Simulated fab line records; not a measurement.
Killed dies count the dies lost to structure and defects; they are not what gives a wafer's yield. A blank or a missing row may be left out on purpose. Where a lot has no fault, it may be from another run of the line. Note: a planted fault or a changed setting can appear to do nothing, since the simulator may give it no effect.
fab line records	flow n5_finfet
[record] lots = 4	wafers = 12	last_day = 20
route steps=1938 shown BEOL_M4@1099 BEOL_M5@1112 MIM_TOP@1838 PASSIVATION@1936
lots with no fault: from the same line, run without faults
start_h: start of the lot's first displayed wafer, in hours after the record's first day	wait_h: how many hours have passed since the lot's step before this one	" as in the row above	L1.1+2: several wafers, shown together as one row	- either no value or no given start	* or withheld: withheld	< > ~ a bound
route shown NAME@n: NAME is a module with steps in the file, n the number in the route of the first one	usual: average and standard deviation across the fault-free wafers	same: alike in all rows	chamber/n: place in a boat	sites: the reading at each site	_std_site: their standard deviation	_edge_site: outer sites' mean less inner sites'	radius_mm: for every site, how far away it sits from the centre of the wafer	mask NAME#n: copy n	behind: the last tool/chamber to shape the wafer	hold: why the lot was held/for how many hours/how that ended	device: the n, p or np transistor that did not switch	end of line: the tests these same wafers got at the end of their route	where a step has no rows: the recipe by itself	killed: the dies lost at the first sort to structure and to defects; this is not the yield of the wafer	map: per-die view of a wafer (x killed, . not killed, _ where there is no die)
set.NAME: the run value of the setting; set.NAME@STEP: its run value at that earlier step	model.NAME: the simulator's own value behind a step, which no gauge read
lots seen at some steps along the route; tables by step, rows by wafer
services: from which hour (start_h, from the record's first day; less than 0 if before it) a tool's chamber was out of use, for how many hours, and why
[[steps]]
[step N5_BEOL_M4_ANNEAL_95]
[recipe] temp_c = 400	time_s = 240	ambient = vacuum
[step N5_BEOL_M4_SPUTTER_96]
[recipe] material = Cu	target_thk_a = 45	temp_c = -20	chamber_pressure_pa = 0.07	power_w = withheld	time_s = 8.29
[step N5_BEOL_M4_ECD_50]
[recipe] material = Cu	target_thk_a = 3000
[step N5_BEOL_M4_ANNEAL_51]
[recipe] temp_c = 225	time_s = 90	ambient = N2
[step N5_BEOL_M4_CMP_52]
[recipe] stop_on = SiOC	t_overpolish_s = 6.8	down_force_psi = 1	platen_rpm = 50	clearing_platen_down_force_psi = 1.5	clearing_platen_rpm = 50	post_cmp_clean = cu_alkaline	target_thk_nm = 40	clearing_platen_pad_velocity_m_s = 0.99484	pad_velocity_m_s = 0.99484
[step N5_BEOL_M4_PRE_CLEAN_60]
[recipe] gas = NH3/H2	time_s = 15	temp_c = *	rf_power_w = 300
[step N5_BEOL_M4_CO_CAP_55]
[recipe] material = Co	target_thk_a = 20	temp_c = 200	precursor = CCTBA/H2	pressure_torr = 30	time_s = 102.1
[step N5_BEOL_M4_PRE_CLEAN_56]
[recipe] gas = NH3	time_s = 15	temp_c = withheld	rf_power_w = 300
[step N5_BEOL_M4_DEP_57]
[recipe] material = SiCN	target_thk_a = 80	temp_c = withheld	precursor = 3MS/NH3	pressure_torr = 3	rf_w = 202	time_s = 14
[step N5_BEOL_M4_RC_MEAS_101]
[usual] DIBL_N = 36.3/1.6	DIBL_P = 36.4/2.1	IOFF_N = 0.16/0.032	IOFF_P = 0.22/0.044	ION_N = 675/12	ION_P = 463/8.3	SS_N = 71.6/0.64	SS_P = 73.3/0.67	VT_N = 250/3.3	VT_P = -250/3.7
lot.wafer	tool	chamber	start_h	wait_h	DIBL_N[mV/V]	DIBL_P[mV/V]	IOFF_N[nA/um]	IOFF_P[nA/um]	ION_N[uA/um]	ION_P[uA/um]	SS_N[mV/dec]	SS_P[mV/dec]	VT_N[mV]	VT_P[mV]
L559.1	prober-01	0	221.23	0.0	38.5	39.6	0.22	0.27	675	463	72.4	73.7	247	-250
L559.5	"	0	"	"	35.5	35.8	0.16	0.21	669	457	71.7	72.8	247	-248
L559.6	"	0	"	"	35.7	35.4	0.14	0.19	666	463	71.6	73.0	251	-249
L572.1	prober-01	0	291.12	0.0	37.7	38.8	0.21	0.25	681	462	72.8	74.3	245	-247
L572.2	"	0	"	"	39.5	42.2	0.26	0.33	704	480	73.4	74.9	245	-244
L572.6	"	0	"	"	36.5	38.8	0.19	0.25	693	476	72.3	73.4	247	-248
L573.1	prober-02	0	300.26	0.0	35.5	35.0	0.14	0.19	671	459	71.4	72.9	250	-247
L573.2	"	0	"	"	38.9	39.4	0.20	0.25	672	458	72.8	73.9	248	-247
L573.4	"	0	"	"	37.8	37.6	0.18	0.23	685	468	72.6	73.3	249	-248
L582.1	prober-01	0	381.10	0.0	36.1	35.0	0.16	0.21	677	464	72.1	72.6	251	-249
L582.2	"	0	"	"	37.0	36.6	0.17	0.23	676	468	72.2	73.1	249	-247
L582.4	"	0	"	"	36.2	36.2	0.16	0.23	686	473	71.7	72.7	248	-250
[step N5_BEOL_M5_ILD_DEP_00]
[recipe] material = SiCOH_lowk	target_thk_a = 1406.4	temp_c = 300	precursor = DEMS/porogen	pressure_torr = 5	rf_w = 500	time_s = 25.9
[step N5_BEOL_M5_CURE_79]
[recipe] temp_c = 385	time_s = 240	ambient = He/Ar	material = SiCOH_lowk
[step N5_BEOL_M5_PECVD_70]
[recipe] material = SiO2	target_thk_a = 160	temp_c = 400	precursor = TEOS/O2	pressure_torr = 5.5	rf_w = 450	teos_flow_sccm = 53.8	gas = O2	flow_sccm = 3000	time_s = 18
[step N5_BEOL_M5_HM_DEP_02]
[recipe] material = TiN	target_thk_a = 200	temp_c = 25	chamber_pressure_pa = 0.49996
[step N5_BEOL_M5_COAT_59]
[recipe] resist = SOC	temp_c = 250	time_s = 60	spin_rpm = 1500	resist_thk_nm = 60
[step N5_BEOL_M5_COAT_60]
[recipe] resist = SiARC	temp_c = 220	time_s = 60	spin_rpm = 1500	resist_thk_nm = 12
[step N5_BEOL_M5_COAT_71]
[recipe] resist = underlayer	temp_c = 205	time_s = 60	spin_rpm = 1500	resist_thk_nm = 5
[step N5_BEOL_M5_COAT_05]
[recipe] resist = CAR-EUV	spin_rpm = 1500	resist_thk_nm = 30
[step N5_BEOL_M5_EBR_07]
[recipe] solvent = PGMEA	ebr_width_mm = 1.5
[step N5_BEOL_M5_SOFTBAKE_06]
[recipe] temp_c = 110	time_s = 60	resist = CAR-EUV
[step N5_BEOL_M5_EXPOSE_08]
[recipe] mask_id = M5	na = 0.33	source_shape = annular	sigma_inner = 0.4	sigma_outer = 0.8	polarization = unpolarized	target_cd_nm = 28	dose_mj = 35.75
[step N5_BEOL_M5_PEB_09]
[recipe] peb_temp_c = 100	peb_time_s = 60	resist = CAR-EUV
[step N5_BEOL_M5_DEVELOP_10]
[recipe] develop_time_s = 30	developer = TMAH	resist = CAR-EUV	rinse_liquid = surfactant_rinse	dry = air_spin	dev_temp_c = 23
[step N5_BEOL_M5_DESCUM_16]
[recipe] chemistry = O2	time_s = 7	source_power_w = 50	bias_power_w = 20	pressure_mtorr = 20	rf_frequency_hz = 2.712e+07	temp_c = 40	resist = CAR-EUV	o2_flow_sccm = 225
[step N5_BEOL_M5_ETCH_72]
[recipe] chemistry = N2/H2	target = underlayer	target_depth_a = 65	mask_material = CAR-EUV	time_s = 5.2	ion_energy_ev = 200	pressure_mtorr = 30	source_w = 840	bias_w = 150	n2_flow_sccm = 200	h2_flow_sccm = 200	ends = cleared
[step N5_BEOL_M5_ETCH_61]
[recipe] chemistry = CF4	target = SiARC	target_depth_a = 156	mask_material = CAR-EUV	time_s = 26	ion_energy_ev = 80	pressure_mtorr = 40	source_w = 545	bias_w = 36	Ar_flow_sccm = 100	cf4_flow_sccm = 100	ends = cleared
[step N5_BEOL_M5_ETCH_62]
[recipe] chemistry = N2/H2	target = SOC	target_depth_a = 750	overetch_a = 150	mask_material = SiARC	temp_c = 40	time_s = 112.5	ion_energy_ev = 200	pressure_mtorr = 30	source_w = 840	bias_w = 150	n2_flow_sccm = 200	h2_flow_sccm = 200
[step N5_BEOL_M5_STRIP_63]
[recipe] chemistry = N2/H2	temp_c = 40	n2_flow_sccm = 200	h2_flow_sccm = 200	rf_frequency_hz = 6e+07
[step N5_BEOL_M5_STRIP_73]
[recipe] chemistry = N2/H2	temp_c = 40	n2_flow_sccm = 200	h2_flow_sccm = 200	rf_frequency_hz = 6e+07
[step N5_BEOL_M5_STRIP_64]
[recipe] chemistry = CF4	resist = SiARC	power_w = 300	bias_power_w = 75	pressure_mtorr = 50	cf4_flow_sccm = 150	rf_frequency_hz = 6e+07
[step N5_BEOL_M5_HM_OPEN_17]
[recipe] chemistry = Cl2/BCl3	target_depth_a = 200	overetch_a = 60	target = TiN	mask_material = SOC	ion_energy_ev = 150	pressure_mtorr = 10	icp_w = 1000	bias_w = 126	Cl2_flow_sccm = 53.25	bcl3_flow_sccm = 21.75	Ar_flow_sccm = 25
[step N5_BEOL_M5_STRIP_19]
[recipe] chemistry = O2	power_w = 400	temp_c = 40	pressure_mtorr = 30	rf_frequency_hz = 6e+07	bias_power_w = 0	overash_fraction = 0.2	o2_flow_sccm = 225
[step N5_BEOL_M5_COAT_65]
[recipe] resist = SOC	temp_c = 250	time_s = 60	spin_rpm = 1500	resist_thk_nm = 60
[step N5_BEOL_M5_COAT_66]
[recipe] resist = SiARC	temp_c = 220	time_s = 60	spin_rpm = 1500	resist_thk_nm = 12
[step N5_MIM_TOP_SPUTTER_03]
[recipe] material = TiN	target_thk_a = 350	temp_c = 200	power_w = 3000	chamber_pressure_pa = 0.49996	gas = Ar	reactive_partial_pa = 0.37997	time_s = 89.7
[usual] cathode_dc_power_W = 3000.1/0.52	throttle_valve_pct = 29.8/0.94
lot.wafer	tool	chamber	start_h	wait_h	cathode_dc_power_W	throttle_valve_pct	model.TiN_of_MIM_TOP_SPUTTER_03.thk_nm
L559.1	pvd_sputter-03	-	330.04	0.0	3000.9	29.9	34.2
L559.5	"	-	"	"	3000.3	30.1	35
L559.6	"	-	"	"	2998.7	29.2	34.6
L572.1	pvd_sputter-03	-	379.25	0.0	3981.1	29.3	46.4
L572.2	"	-	"	"	3981.3	31.2	46
L572.6	"	-	"	"	3981.8	31.3	46
L573.1	pvd_sputter-03	-	398.75	0.0	3981.7	31.6	46.6
L573.2	"	-	"	"	3982.2	29.3	46.4
L573.4	"	-	"	"	3981.8	30.2	46.6
L582.1	pvd_sputter-01	-	466.46	0.0	3000.0	29.8	34.6
L582.2	"	-	"	"	2999.7	28.8	34.4
L582.4	"	-	"	"	3000.4	31.5	34.2
[step N5_PASSIVATION_PROBE_49]
[usual] defect_limited_yield = 91.4/1.2	killed_at_M0_to_M3 = 35/11	killed_at_M4_up = 14/6	killed_at_contacts = 12/6.7	killed_at_front_end = 37/9.7	killed_at_other = 3.5/2.5	killed_dies = 102/15	killed_on_rim = 13/3.6	killed_open = 67/12	killed_short = 33/7.3	sort_bin_5_function = 5.1/0.81	sort_bin_6_memory = 3.2/0.65	sort_n_pass = 1078/15	sort_yield_pct = 91.4/1.2
[same] gross_dies = 1180	killed_at_back_side = 0	sort_bin_4_leakage[%] = 0	sort_bin_8_speed[%] = 0
lot.wafer	tool	chamber	start_h	wait_h	defect_limited_yield[%]	killed_at_M0_to_M3	killed_at_M4_up	killed_at_contacts	killed_at_front_end	killed_at_other	killed_dies	killed_on_rim	killed_open	killed_short	sort_bin_5_function[%]	sort_bin_6_memory[%]	sort_n_pass	sort_yield_pct[%]
L559.1	prober-02	-	343.89	0.0	93.5	24	20	4	28	1	77	12	49	22	3.6	2.5	1103	93.5
L559.5	prober-02	-	344.09	0.2	90.4	63	11	7	31	1	113	14	72	39	5.8	3.5	1067	90.4
L559.6	prober-02	-	344.14	0.3	90.2	52	12	8	41	3	116	21	78	37	5.8	3.7	1064	90.2
L572.1	prober-02	-	389.64	0.0	0	31	19	5	36	1089	1180	152	64	28	5.3	2.4	0	0
L572.2	prober-02	-	389.69	0.1	0	34	29	5	38	1074	1180	152	84	27	6.0	3.1	0	0
L572.6	prober-02	-	389.89	0.3	0	31	13	18	29	1089	1180	152	58	38	4.7	3.3	0	0
L573.1	prober-02	-	408.37	0.0	0	38	11	23	28	1080	1180	152	73	25	5.8	2.5	0	0
L573.2	prober-02	-	408.42	0.1	0	33	15	13	46	1073	1180	152	82	26	5.5	3.6	0	0
L573.4	prober-02	-	408.52	0.2	0	50	5	16	25	1084	1180	152	62	37	4.7	3.6	0	0
L582.1	prober-02	-	475.95	0.0	91.8	25	13	16	39	4	97	10	57	35	4.7	3.2	1083	91.8
L582.2	prober-02	-	476.00	0.1	90.0	37	18	25	35	3	118	11	71	44	5.8	4.0	1062	90.0
L582.4	prober-02	-	476.10	0.2	88.6	50	18	30	33	4	135	8	91	41	6.4	4.9	1045	88.6
// killed by level:class
L559.1 BEOL_M4:geometric_particle:open=12 STI_FIN_REVEAL:geometric_particle:open=7 BEOL_M0_SAQP:geometric_particle:short=5 BEOL_M2:geometric_particle:open=4 BEOL_M3:geometric_particle:open=4 GATE_CUT:geometric_particle:short=4 BEOL_M0_SAQP:geometric_particle:open=4 STARTING-WAFER:geometric_particle:short=4
L559.5 BEOL_M3:geometric_particle:open=14 BEOL_M0_SAQP:geometric_particle:short=13 BEOL_M2:geometric_particle:open=13 BEOL_M0_SAQP:geometric_particle:open=9 STI_FIN_REVEAL:geometric_particle:open=7 MOL_CONTACT_COAG:geometric_particle:open=6 FIN_SAQP:geometric_particle:short=5 BEOL_M3:geometric_particle:short=5
L559.6 BEOL_M2:geometric_particle:open=20 STI_FIN_REVEAL:geometric_particle:open=16 BEOL_M0_SAQP:geometric_particle:open=13 MOL_CONTACT_COAG:geometric_particle:open=7 BEOL_M0_SAQP:geometric_particle:short=5 BEOL_M2:geometric_particle:short=4 BEOL_M4:geometric_particle:short=4 GATE_CUT:geometric_particle:short=3
L572.1 MIM_TOP:area_sputter=1087 STI_FIN_REVEAL:geometric_particle:open=10 BEOL_M4:geometric_particle:open=10 BEOL_M0_SAQP:geometric_particle:short=6 FIN_SAQP:geometric_particle:open=5 BEOL_M2:geometric_particle:open=5 MOL_CONTACT_COAG:geometric_particle:open=4 BEOL_M1:geometric_particle:open=4
L572.2 MIM_TOP:area_sputter=1069 BEOL_M4:geometric_particle:open=14 BEOL_M3:geometric_particle:open=11 FIN_SAQP:geometric_particle:open=10 DUMMY_GATE:geometric_particle:open=10 BEOL_M4:geometric_particle:short=5 GATE_CUT:geometric_particle:short=4 GATE_CUT:geometric_particle:open=4
L572.6 MIM_TOP:area_sputter=1084 MOL_CONTACT_COAG:geometric_particle:open=13 FIN_SAQP:geometric_particle:short=5 DUMMY_GATE:geometric_particle:open=5 MOL_CONTACT_COAG:geometric_particle:short=5 BEOL_M3:geometric_particle:open=5 BEOL_M0_SAQP:geometric_particle:open=5 BEOL_M2:geometric_particle:open=5
L573.1 MIM_TOP:area_sputter=1080 MOL_CONTACT_COAG:geometric_particle:open=19 FIN_SAQP:geometric_particle:open=11 BEOL_M2:geometric_particle:open=9 BEOL_M0_SAQP:geometric_particle:short=8 BEOL_M1:geometric_particle:open=5 BEOL_M3:geometric_particle:open=5 MOL_CONTACT_COAG:geometric_particle:short=4
L573.2 MIM_TOP:area_sputter=1072 FIN_SAQP:geometric_particle:open=27 BEOL_M1:geometric_particle:open=18 MOL_CONTACT_COAG:geometric_particle:open=10 FIN_SAQP:geometric_particle:short=9 BEOL_M3:geometric_particle:open=6 BEOL_M2:geometric_particle:open=4 BEOL_M4:geometric_particle:open=4
L573.4 MIM_TOP:area_sputter=1080 BEOL_M0_SAQP:geometric_particle:short=15 BEOL_M2:geometric_particle:open=11 FIN_SAQP:geometric_particle:open=10 MOL_CONTACT_COAG:geometric_particle:open=10 BEOL_M1:geometric_particle:open=9 MOL_CONTACT_COAG:geometric_particle:short=6 BEOL_M0_SAQP:geometric_particle:open=5
L582.1 MOL_CONTACT_COAG:geometric_particle:open=12 FIN_SAQP:geometric_particle:short=11 STI_FIN_REVEAL:geometric_particle:open=8 FIN_SAQP:geometric_particle:open=6 BEOL_M0:geometric_particle:short=5 BEOL_M3:geometric_particle:open=5 MOL_CONTACT_COAG:geometric_particle:short=4 BEOL_M4:geometric_particle:open=4
L582.2 MOL_CONTACT_COAG:geometric_particle:open=17 BEOL_M2:geometric_particle:open=9 MOL_CONTACT_COAG:geometric_particle:short=8 BEOL_M4:geometric_particle:open=7 FIN_SAQP:geometric_particle:open=6 STI_FIN_REVEAL:geometric_particle:open=6 BEOL_M0_SAQP:geometric_particle:short=6 BEOL_M1:geometric_particle:open=6
L582.4 MOL_CONTACT_COAG:geometric_particle:open=24 BEOL_M1:geometric_particle:open=15 BEOL_M2:geometric_particle:open=11 FIN_SAQP:geometric_particle:short=9 BEOL_M0:geometric_particle:short=8 MOL_CONTACT_COAG:geometric_particle:short=6 BEOL_M4:geometric_particle:open=6 BEOL_M0:geometric_particle:open=5
// map L572.1 (x killed, . not)
_________________xxxxxxxxxxxx________________
______________xxxxxxxxxxxxxxxxxx_____________
___________xxxxxxxxxxxxxxxxxxxxxxxx__________
__________xxxxxxxxxxxxxxxxxxxxxxxxxx_________
________xxxxxxxxxxxxxxxxxxxxxxxxxxxxxx_______
_______xxxxxxxxxxxxxxxxxxxxxxxxxxxxxxxx______
______xxxxxxxxxxxxxxxxxxxxxxxxxxxxxxxxxx_____
_____xxxxxxxxxxxxxxxxxxxxxxxxxxxxxxxxxxxx____
____xxxxxxxxxxxxxxxxxxxxxxxxxxxxxxxxxxxxxx___
___xxxxxxxxxxxxxxxxxxxxxxxxxxxxxxxxxxxxxxxx__
___xxxxxxxxxxxxxxxxxxxxxxxxxxxxxxxxxxxxxxxx__
__xxxxxxxxxxxxxxxxxxxxxxxxxxxxxxxxxxxxxxxxxx_
__xxxxxxxxxxxxxxxxxxxxxxxxxxxxxxxxxxxxxxxxxx_
_xxxxxxxxxxxxxxxxxxxxxxxxxxxxxxxxxxxxxxxxxxxx
_xxxxxxxxxxxxxxxxxxxxxxxxxxxxxxxxxxxxxxxxxxxx
_xxxxxxxxxxxxxxxxxxxxxxxxxxxxxxxxxxxxxxxxxxxx
_xxxxxxxxxxxxxxxxxxxxxxxxxxxxxxxxxxxxxxxxxxxx
_xxxxxxxxxxxxxxxxxxxxxxxxxxxxxxxxxxxxxxxxxxxx
_xxxxxxxxxxxxxxxxxxxxxxxxxxxxxxxxxxxxxxxxxxxx
_xxxxxxxxxxxxxxxxxxxxxxxxxxxxxxxxxxxxxxxxxxxx
_xxxxxxxxxxxxxxxxxxxxxxxxxxxxxxxxxxxxxxxxxxxx
__xxxxxxxxxxxxxxxxxxxxxxxxxxxxxxxxxxxxxxxxxx_
__xxxxxxxxxxxxxxxxxxxxxxxxxxxxxxxxxxxxxxxxxx_
___xxxxxxxxxxxxxxxxxxxxxxxxxxxxxxxxxxxxxxxx__
___xxxxxxxxxxxxxxxxxxxxxxxxxxxxxxxxxxxxxxxx__
____xxxxxxxxxxxxxxxxxxxxxxxxxxxxxxxxxxxxxx___
_____xxxxxxxxxxxxxxxxxxxxxxxxxxxxxxxxxxxx____
______xxxxxxxxxxxxxxxxxxxxxxxxxxxxxxxxxx_____
_______xxxxxxxxxxxxxxxxxxxxxxxxxxxxxxxx______
________xxxxxxxxxxxxxxxxxxxxxxxxxxxxxx_______
__________xxxxxxxxxxxxxxxxxxxxxxxxxx_________
___________xxxxxxxxxxxxxxxxxxxxxxxx__________
______________xxxxxxxxxxxxxxxxxx_____________
_________________xxxxxxxxxxxx________________
// map L573.1 (x killed, . not)
_________________xxxxxxxxxxxx________________
______________xxxxxxxxxxxxxxxxxx_____________
___________xxxxxxxxxxxxxxxxxxxxxxxx__________
__________xxxxxxxxxxxxxxxxxxxxxxxxxx_________
________xxxxxxxxxxxxxxxxxxxxxxxxxxxxxx_______
_______xxxxxxxxxxxxxxxxxxxxxxxxxxxxxxxx______
______xxxxxxxxxxxxxxxxxxxxxxxxxxxxxxxxxx_____
_____xxxxxxxxxxxxxxxxxxxxxxxxxxxxxxxxxxxx____
____xxxxxxxxxxxxxxxxxxxxxxxxxxxxxxxxxxxxxx___
___xxxxxxxxxxxxxxxxxxxxxxxxxxxxxxxxxxxxxxxx__
___xxxxxxxxxxxxxxxxxxxxxxxxxxxxxxxxxxxxxxxx__
__xxxxxxxxxxxxxxxxxxxxxxxxxxxxxxxxxxxxxxxxxx_
__xxxxxxxxxxxxxxxxxxxxxxxxxxxxxxxxxxxxxxxxxx_
_xxxxxxxxxxxxxxxxxxxxxxxxxxxxxxxxxxxxxxxxxxxx
_xxxxxxxxxxxxxxxxxxxxxxxxxxxxxxxxxxxxxxxxxxxx
_xxxxxxxxxxxxxxxxxxxxxxxxxxxxxxxxxxxxxxxxxxxx
_xxxxxxxxxxxxxxxxxxxxxxxxxxxxxxxxxxxxxxxxxxxx
_xxxxxxxxxxxxxxxxxxxxxxxxxxxxxxxxxxxxxxxxxxxx
_xxxxxxxxxxxxxxxxxxxxxxxxxxxxxxxxxxxxxxxxxxxx
_xxxxxxxxxxxxxxxxxxxxxxxxxxxxxxxxxxxxxxxxxxxx
_xxxxxxxxxxxxxxxxxxxxxxxxxxxxxxxxxxxxxxxxxxxx
__xxxxxxxxxxxxxxxxxxxxxxxxxxxxxxxxxxxxxxxxxx_
__xxxxxxxxxxxxxxxxxxxxxxxxxxxxxxxxxxxxxxxxxx_
___xxxxxxxxxxxxxxxxxxxxxxxxxxxxxxxxxxxxxxxx__
___xxxxxxxxxxxxxxxxxxxxxxxxxxxxxxxxxxxxxxxx__
____xxxxxxxxxxxxxxxxxxxxxxxxxxxxxxxxxxxxxx___
_____xxxxxxxxxxxxxxxxxxxxxxxxxxxxxxxxxxxx____
______xxxxxxxxxxxxxxxxxxxxxxxxxxxxxxxxxx_____
_______xxxxxxxxxxxxxxxxxxxxxxxxxxxxxxxx______
________xxxxxxxxxxxxxxxxxxxxxxxxxxxxxx_______
__________xxxxxxxxxxxxxxxxxxxxxxxxxx_________
___________xxxxxxxxxxxxxxxxxxxxxxxx__________
______________xxxxxxxxxxxxxxxxxx_____________
_________________xxxxxxxxxxxx________________
[[services]]
tool	chamber	start_h	hours	kind
pvd_sputter-01	-	376.86	2.8	repair
pvd_sputter-03	-	434.03	2.5	repair
[[key]]
[first_sign] step = N5_MIM_TOP_SPUTTER_03	reading = cathode_dc_power_W	direction = up	sigmas = 99+	usual = *	struck = *
[effect] step = N5_PASSIVATION_PROBE_49	reading = killed_at_other	direction = up	sigmas = 99+	usual = 3.5	struck = 1081.5
[model_effect] step = N5_MIM_TOP_SPUTTER_03	value = TiN_of_MIM_TOP_SPUTTER_03.thk_nm	without = 34.9	struck = 46.33
[more_kills_born_at] N5_MIM_TOP_SPUTTER_03@pvd_sputter-03 = 6472
met_at N5_MIM_TOP_SPUTTER_03
struck_wafers L572.1,L572.2,L572.6,L573.1,L573.2,L573.4
later_rows_left_out L572.1,L572.2,L572.6,L573.1,L573.2,L573.4
onset_between 330.04 379.25
[fault] kind = process_parameter_drift	tool = pvd_sputter-03	chamber = -	onset_h = 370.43	steps = N5_MIM_TOP_SPUTTER_03	channel = power_w	offset = *	shape = step	end_h = 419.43	acts_in = *	stated = *
// later_rows_left_out: the simulator's readings of these wafers behind a module that went badly wrong aren't trusted and aren't shown, but for the sort
